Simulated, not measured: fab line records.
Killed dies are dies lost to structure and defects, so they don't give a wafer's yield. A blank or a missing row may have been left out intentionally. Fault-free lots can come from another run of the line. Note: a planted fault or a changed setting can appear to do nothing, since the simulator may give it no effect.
Which tool was responsible?    flow n5 finfet    23 lots with 69 wafers sampled at 5 steps, on a route of 1938 steps

WHAT THE GAUGES SHOWED, per wafer
N5_FIN_CUT_CD_MEAS_08: the cd target is 29.1 nm. Usual: 29.27 nm for cd nm, sd 0.25.
lot   measured     on         cd nm (nm)         flag
L074  day 2 04:12  cd sem-01  29.16 29.32 29.47  
L075  day 2 09:38  cd sem-03  29.50 29.60 29.38  
L076  day 2 15:35  cd sem-01  29.64 29.34 29.35  
L077  day 2 21:34  cd sem-03  29.33 29.14 28.64  
L078  day 3 04:35  cd sem-01  29.24 28.99 29.31  
L079  day 3 09:29  cd sem-02  29.41 29.35 29.31  
L080  day 3 17:25  cd sem-01  29.16 29.02 29.59  
L081  day 3 22:02  cd sem-01  29.36 29.27 29.00  
L082  day 4 04:37  cd sem-03  29.42 29.43 29.35  
L083  day 4 09:11  cd sem-03  28.54 28.88 29.09  
L084  day 4 14:40  cd sem-03  29.36 29.60 28.98  
L085  day 4 23:20  cd sem-01  29.64 29.38 29.85  
L086  day 5 05:20  cd sem-02  29.39 29.36 29.30  
L087  day 5 09:32  cd sem-02  29.24 29.75 29.33  
L088  day 5 16:14  cd sem-02  29.37 29.79 29.25  
L089  day 5 20:39  cd sem-01  29.09 29.20 29.23  
L091  day 6 08:55  cd sem-03  29.73 28.91 29.47  
L092  day 6 14:35  cd sem-03  29.78 29.78 29.13  
L093  day 6 20:49  cd sem-03  29.09 29.23 29.23  
L094  day 7 04:17  cd sem-02  28.99 29.07 29.23  
L095  day 7 09:52  cd sem-02  28.99 29.24 29.55  
L096  day 7 15:05  cd sem-02  29.24 29.57 28.94  
L097  day 7 22:24  cd sem-01  29.54 29.42 29.04  

WHICH TOOL RAN EACH LOT (tool, then ch and the chambers of the sampled wafers, then the start)
lot   N5_FIN_SAQP_ALD_61                N5_FIN_SAQP_ETCH_52                N5_FIN_SAQP_STRIP_55               N5_FIN_SAQP_MANDREL_ETCH_58
L074  ald sin-01 ch 2,3, day 1 20:51    rie diel-04 ch 1,2, day 1 22:10    rie diel-04 ch 0,1,3, day 1 22:27  rie si-01 ch 0,3, day 2 01:32
L075  ald sin-02 ch 0,1,3, day 2 03:01  rie diel-04 ch 1,2, day 2 04:28    rie diel-04 ch 1,2, day 2 04:45    rie si-01 ch 0,2,3, day 2 07:05
L076  ald sin-04 ch 0,1,2, day 2 09:28  rie diel-04 ch 0,3, day 2 10:53    rie diel-06 ch 0,2, day 2 11:10    rie si-04 ch 2,3, day 2 12:59
L077  ald sin-02 ch 0,3, day 2 14:30    rie diel-04 ch 0,1, day 2 15:46    rie diel-04 ch 1,3, day 2 16:03    rie si-04 ch 0,2,3, day 2 18:33
L078  ald sin-01 ch 1,2,3, day 2 22:21  rie diel-04 ch 1,2, day 2 23:58    rie diel-05 ch 0,2, day 3 00:21    rie si-04 ch 0,1, day 3 02:16
L079  ald sin-01 ch 1,2,3, day 3 03:22  rie diel-06 ch 1,2,3, day 3 04:53  rie diel-06 ch 1,2,3, day 3 05:11  rie si-06 ch 1,2,3, day 3 07:14
L080  ald sin-01 ch 1,2,3, day 3 11:07  rie diel-04 ch 0,1,2, day 3 12:57  rie diel-06 ch 2,3, day 3 13:14    rie si-04 ch 0,1, day 3 15:03
L081  ald sin-04 ch 0,1, day 3 16:01    rie diel-04 ch 0,2, day 3 17:17    rie diel-04 ch 0,1, day 3 17:34    rie si-06 ch 2,3, day 3 19:37
L082  ald sin-01 ch 1,2, day 3 22:19    rie diel-05 ch 0,1,3, day 3 23:43  rie diel-04 ch 1,2, day 4 00:01    rie si-01 ch 1,2,3, day 4 01:53
L083  ald sin-02 ch 0,2,3, day 4 03:02  rie diel-05 ch 0,1,3, day 4 04:26  rie diel-04 ch 0,1, day 4 04:43    rie si-01 ch 0,2,3, day 4 06:32
L084  ald sin-04 ch 0,1,3, day 4 08:39  rie diel-06 ch 0,2,3, day 4 09:57  rie diel-04 ch 0,2, day 4 10:14    rie si-04 ch 0,1,2, day 4 12:16
L085  ald sin-04 ch 0,1, day 4 15:37    rie diel-05 ch 0,1,2, day 4 17:09  rie diel-04 ch 1,3, day 4 17:35    rie si-06 ch 2,3, day 4 20:02
L086  ald sin-04 ch 1,2,3, day 4 21:48  rie diel-04 ch 0,1,3, day 4 23:07  rie diel-04 ch 0,2, day 4 23:24    rie si-06 ch 0,1,3, day 5 02:25
L087  ald sin-02 ch 0,2,3, day 5 03:31  rie diel-06 ch 1,2, day 5 04:47    rie diel-06 ch 1,3, day 5 05:04    rie si-04 ch 0,2, day 5 06:56
L088  ald sin-04 ch 0,1, day 5 09:51    rie diel-04 ch 0,3, day 5 11:19    rie diel-06 ch 1,2, day 5 11:36    rie si-04 ch 1,2, day 5 13:47
L089  ald sin-01 ch 0,2,3, day 5 14:35  rie diel-06 ch 2,3, day 5 15:59    rie diel-05 ch 0,2,3, day 5 16:31  rie si-01 ch 0,1,2, day 5 18:25
L091  ald sin-02 ch 0,3, day 6 02:28    rie diel-04 ch 0,3, day 6 04:05    rie diel-04 ch 2,3, day 6 04:22    rie si-04 ch 0,3, day 6 06:22
L092  ald sin-02 ch 0,2,3, day 6 08:32  rie diel-04 ch 0,1,2, day 6 09:55  rie diel-04 ch 1,2,3, day 6 10:12  rie si-01 ch 0,1,3, day 6 12:11
L093  ald sin-02 ch 0,1,3, day 6 15:05  rie diel-05 ch 0,1,2, day 6 16:28  rie diel-04 ch 1,3, day 6 16:46    rie si-06 ch 1,2, day 6 18:34
L094  ald sin-04 ch 0,1,2, day 6 21:59  rie diel-06 ch 1,2,3, day 6 23:29  rie diel-06 ch 0,1,3, day 6 23:46  rie si-04 ch 2,3, day 7 01:53
L095  ald sin-04 ch 1,2, day 7 02:42    rie diel-05 ch 0,1,2, day 7 04:10  rie diel-05 ch 1,2, day 7 04:27    rie si-06 ch 2,3, day 7 07:09
L096  ald sin-04 ch 1,2,3, day 7 08:15  rie diel-06 ch 0,1,3, day 7 09:38  rie diel-05 ch 0,1,2, day 7 09:55  rie si-04 ch 0,2,3, day 7 11:44
L097  ald sin-01 ch 0,3, day 7 16:13    rie diel-05 ch 0,2, day 7 17:36    rie diel-06 ch 0,1,2, day 7 17:53  rie si-01 ch 0,1,2, day 7 19:55
- N5_FIN_SAQP_ALD_61: deposits SiO2, target thk 4 nm, pulse time 1 s, purge time 2 s.
- N5_FIN_SAQP_ETCH_52: etches SOC in N2/H2, target depth 100 nm, overetch 20 nm, time 150 s.
- N5_FIN_SAQP_STRIP_55: strips in N2/H2.
- N5_FIN_SAQP_MANDREL_ETCH_58: etches a-Si in HBr/Cl2, stops on SiNx, target depth 45 nm, bt time 10 s, time 27 s.

WHAT THE TOOLS THEMSELVES READ (means of the sampled wafers that have a number; where no wafer has one, the mark that the record gives instead)
N5_FIN_SAQP_ALD_61. Usual: heater power w 480 W, standard deviation 49; precursor pulse height rel 1.002, standard deviation 0.02.
lot   tool        heater power w (W)  precursor pulse height rel  flag
L074  ald sin-01  518                 0.993                       
L075  ald sin-02  447                 1.014                       
L076  ald sin-04  522                 1.013                       
L077  ald sin-02  461                 1.018                       
L078  ald sin-01  480                 1.003                       
L079  ald sin-01  483                 1.009                       
L080  ald sin-01  474                 0.978                       
L081  ald sin-04  539                 1.021                       
L082  ald sin-01  470                 0.995                       
L083  ald sin-02  460                 0.989                       
L084  ald sin-04  514                 1.012                       
L085  ald sin-04  538                 0.996                       
L086  ald sin-04  498                 0.999                       
L087  ald sin-02  468                 0.981                       
L088  ald sin-04  540                 0.993                       
L089  ald sin-01  459                 1.007                       
L091  ald sin-02  460                 1.027                       
L092  ald sin-02  459                 1.007                       
L093  ald sin-02  458                 0.997                       
L094  ald sin-04  526                 0.997                       
L095  ald sin-04  511                 1.000                       
L096  ald sin-04  505                 1.007                       
L097  ald sin-01  418                 0.995                       

N5_FIN_SAQP_ETCH_52. Usual: drypump motor current A 5.7 A, standard deviation 0.41; oes product au 0.68 a.u., standard deviation 0.07; rf vpp V 522.7 V, standard deviation 2.3; showerhead plenum p Torr 2.50 Torr, standard deviation 0.085; throttle valve pct 17.80 %, standard deviation 0.27.
lot   tool         drypump motor current A (A)  oes product au (a.u.)  rf vpp V (V)  showerhead plenum p Torr (Torr)  throttle valve pct (%)  flag
L074  rie diel-04  5.6                          0.69                   525.3         2.60                             17.76                   
L075  rie diel-04  5.6                          0.69                   524.7         2.60                             17.76                   
L076  rie diel-04  5.5                          0.64                   521.7         2.45                             17.78                   
L077  rie diel-04  5.5                          0.65                   520.7         2.44                             17.67                   
L078  rie diel-04  5.4                          0.68                   522.7         2.52                             17.57                   
L079  rie diel-06  6.0                          0.73                   522.3         2.49                             17.94                   
L080  rie diel-04  5.6                          0.67                   523.0         2.52                             17.73                   
L081  rie diel-04  5.7                          0.65                   522.9         2.51                             17.89                   
L082  rie diel-05  5.8                          0.70                   522.6         2.48                             17.91                   
L083  rie diel-05  5.8                          0.70                   522.5         2.48                             17.91                   
L084  rie diel-06  6.2                          0.71                   521.5         2.48                             17.91                   
L085  rie diel-05  5.6                          0.71                   522.8         2.52                             17.69                   
L086  rie diel-04  5.4                          0.71                   521.0         2.45                             17.50                   
L087  rie diel-06  5.6                          0.65                   522.1         2.47                             18.12                   
L088  rie diel-04  5.4                          0.77                   522.5         2.47                             17.47                   
L089  rie diel-06  6.1                          0.76                   522.6         2.48                             17.83                   
L091  rie diel-04  5.4                          0.75                   521.9         2.47                             17.47                   
L092  rie diel-04  5.5                          0.65                   522.8         2.50                             17.78                   
L093  rie diel-05  5.6                          0.69                   523.0         2.51                             17.72                   
L094  rie diel-06  6.0                          0.68                   521.8         2.48                             18.01                   
L095  rie diel-05  5.6                          0.68                   523.7         2.51                             17.73                   
L096  rie diel-06  6.3                          0.68                   523.0         2.49                             17.97                   
L097  rie diel-05  5.3                          0.64                   524.3         2.55                             17.77                   

N5_FIN_SAQP_STRIP_55. Usual: bias power w 27.99 W, standard deviation 0.078; drypump motor current A 5.7 A, standard deviation 0.43; oes product au 0.75 a.u., standard deviation 0.079; rf vpp V 121.7 V, standard deviation 1.6; showerhead plenum p Torr 3.30 Torr, standard deviation 0.11; throttle valve pct 19.0 %, standard deviation 0.45.
lot   tool         bias power w (W)  drypump motor current A (A)  oes product au (a.u.)  rf vpp V (V)  showerhead plenum p Torr (Torr)  throttle valve pct (%)  flag
L074  rie diel-04  28.00             5.4                          0.73                   121.8         3.25                             18.8                    
L075  rie diel-04  27.97             5.4                          0.75                   121.8         3.33                             18.5                    
L076  rie diel-06  27.94             5.9                          0.73                   120.3         3.27                             19.3                    
L077  rie diel-04  27.96             5.3                          0.72                   121.8         3.26                             18.4                    
L078  rie diel-05  28.08             5.3                          0.73                   121.8         3.39                             18.7                    
L079  rie diel-06  28.02             6.0                          0.82                   121.3         3.29                             19.1                    
L080  rie diel-06  27.98             6.1                          0.88                   121.9         3.28                             19.0                    
L081  rie diel-04  27.96             5.3                          0.73                   121.8         3.23                             18.7                    
L082  rie diel-04  27.91             5.6                          0.73                   121.7         3.42                             18.8                    
L083  rie diel-04  27.90             5.3                          0.72                   120.8         3.22                             18.7                    
L084  rie diel-04  28.00             5.8                          0.72                   123.0         3.41                             19.2                    
L085  rie diel-04  28.01             5.3                          0.80                   123.1         3.25                             18.3                    
L086  rie diel-04  27.95             5.7                          0.72                   122.1         3.30                             19.3                    
L087  rie diel-06  27.98             6.3                          0.85                   121.6         3.30                             18.9                    
L088  rie diel-06  28.00             5.8                          0.72                   123.6         3.29                             19.3                    
L089  rie diel-05  27.96             5.5                          0.70                   121.5         3.33                             19.2                    
L091  rie diel-04  27.96             5.7                          0.79                   122.6         3.43                             18.9                    
L092  rie diel-04  27.93             5.5                          0.78                   121.6         3.34                             18.6                    
L093  rie diel-04  28.01             5.3                          0.84                   122.7         3.27                             18.3                    
L094  rie diel-06  27.96             6.4                          0.76                   120.5         3.30                             19.0                    
L095  rie diel-05  28.04             5.4                          0.77                   120.6         3.43                             18.8                    
L096  rie diel-05  28.01             5.7                          0.75                   123.6         3.32                             18.8                    
L097  rie diel-06  28.08             6.1                          0.70                   121.1         3.27                             19.3                    

N5_FIN_SAQP_MANDREL_ETCH_58. Usual: drypump motor current A 5.7 A, standard deviation 0.41; oes product au 0.691 a.u., standard deviation 0.0086; throttle valve pct 35.4 %, standard deviation 0.48.
lot   tool       drypump motor current A (A)  oes product au (a.u.)  throttle valve pct (%)  flag
L074  rie si-01  5.6                          0.689                  35.6                    
L075  rie si-01  5.5                          0.683                  35.3                    
L076  rie si-04  5.9                          0.690                  35.4                    
L077  rie si-04  5.9                          0.687                  35.4                    
L078  rie si-04  5.6                          0.701                  35.8                    
L079  rie si-06  5.8                          0.690                  35.6                    
L080  rie si-04  5.5                          0.695                  35.7                    
L081  rie si-06  5.7                          0.690                  35.9                    
L082  rie si-01  5.7                          0.692                  35.2                    
L083  rie si-01  5.5                          0.686                  35.3                    
L084  rie si-04  5.8                          0.698                  35.3                    
L085  rie si-06  5.7                          0.687                  35.9                    
L086  rie si-06  5.5                          0.701                  35.3                    
L087  rie si-04  6.1                          0.696                  34.9                    
L088  rie si-04  6.1                          0.698                  34.9                    
L089  rie si-01  5.9                          0.688                  35.1                    
L091  rie si-04  5.5                          0.686                  35.8                    
L092  rie si-01  5.9                          0.686                  35.4                    
L093  rie si-06  5.7                          0.694                  35.4                    
L094  rie si-04  6.2                          0.691                  35.0                    
L095  rie si-06  5.7                          0.685                  35.9                    
L096  rie si-04  5.8                          0.691                  35.4                    
L097  rie si-01  5.9                          0.693                  35.1                    

THE ANSWER, worked out from the rows above alone
Rule: a lot counts as off when the mean over its wafers that have a number is more than 3 standard deviations away from the usual mean. A lot without any number at a reading at which 4 lots or more have one is off too. The other lots that the step has rows for count as sound. First the gauges in route order, then the tools' own readings, where a lot's mean is used as printed above. At the first step where some lot is off, the reading lying furthest off is the one used; lots without a number count as furthest.
Across all readings shown, no lot is off: no conclusion can be drawn from this.

WHAT THE SIMULATOR HAD INSERTED
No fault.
